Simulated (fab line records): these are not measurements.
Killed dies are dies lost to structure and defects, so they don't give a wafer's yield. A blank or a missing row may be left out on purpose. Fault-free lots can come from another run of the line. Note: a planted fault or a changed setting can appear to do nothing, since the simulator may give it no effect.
Chamber matching :: flow n5-finfet :: N5_BEOL_M10_DESCUM_33 on rie-diel-04: 4 sister chambers
The step chemistry O2, time 7.9 s. 4 wafers are shown with their chamber, then 8 later ones without.

== EACH WAFER AND ITS CHAMBER ==
wafer: L083.5
chamber: 2
showerhead-plenum-p-Torr (Torr): 2.00

wafer: L083.6
chamber: 1
showerhead-plenum-p-Torr (Torr): 1.99

wafer: L082.6
chamber: 0
showerhead-plenum-p-Torr (Torr): 2.15

wafer: L085.1
chamber: 3
showerhead-plenum-p-Torr (Torr): 2.22

== WAFERS WITH NO CHAMBER GIVEN ==
wafer: L085.4
showerhead-plenum-p-Torr (Torr): 2.15

wafer: L085.5
showerhead-plenum-p-Torr (Torr): 2.22

wafer: L089.2
showerhead-plenum-p-Torr (Torr): 2.22

wafer: L089.4
showerhead-plenum-p-Torr (Torr): 2.27

wafer: L089.5
showerhead-plenum-p-Torr (Torr): 2.22

wafer: L093.1
showerhead-plenum-p-Torr (Torr): 2.14

wafer: L093.2
showerhead-plenum-p-Torr (Torr): 2.21

wafer: L093.3
showerhead-plenum-p-Torr (Torr): 2.27

== WHICH CHAMBER EACH ONE RAN IN ==
wafer: L085.4
from the rows above: 0
in truth: 0

wafer: L085.5
from the rows above: 3
in truth: 3

wafer: L089.2
from the rows above: 3
in truth: 3

wafer: L089.4
from the rows above: 3
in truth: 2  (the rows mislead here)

wafer: L089.5
from the rows above: 3
in truth: 3

wafer: L093.1
from the rows above: 0
in truth: 0

wafer: L093.2
from the rows above: can't be placed: 3 or 0
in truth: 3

wafer: L093.3
from the rows above: 3
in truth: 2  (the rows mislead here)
Correctly placed: 5 of 8. These rows do not allow placing 1 (true chamber among the candidates in 1). Number placed wrongly: 2.
How it was worked out, from the rows above alone: a wafer's distance from a chamber is the root of the sum, over the readings, of the square of ((its reading less the chamber's mean) divided by the reading's scatter). The wafer belongs to the nearest chamber; if the next one is less than 2 further off, it can't be placed. The mean given for a chamber averages the wafers shown for that chamber. The scatter: with one shown wafer a chamber, the root of the mean of the squares of how far each hidden wafer lies from its nearest shown one.
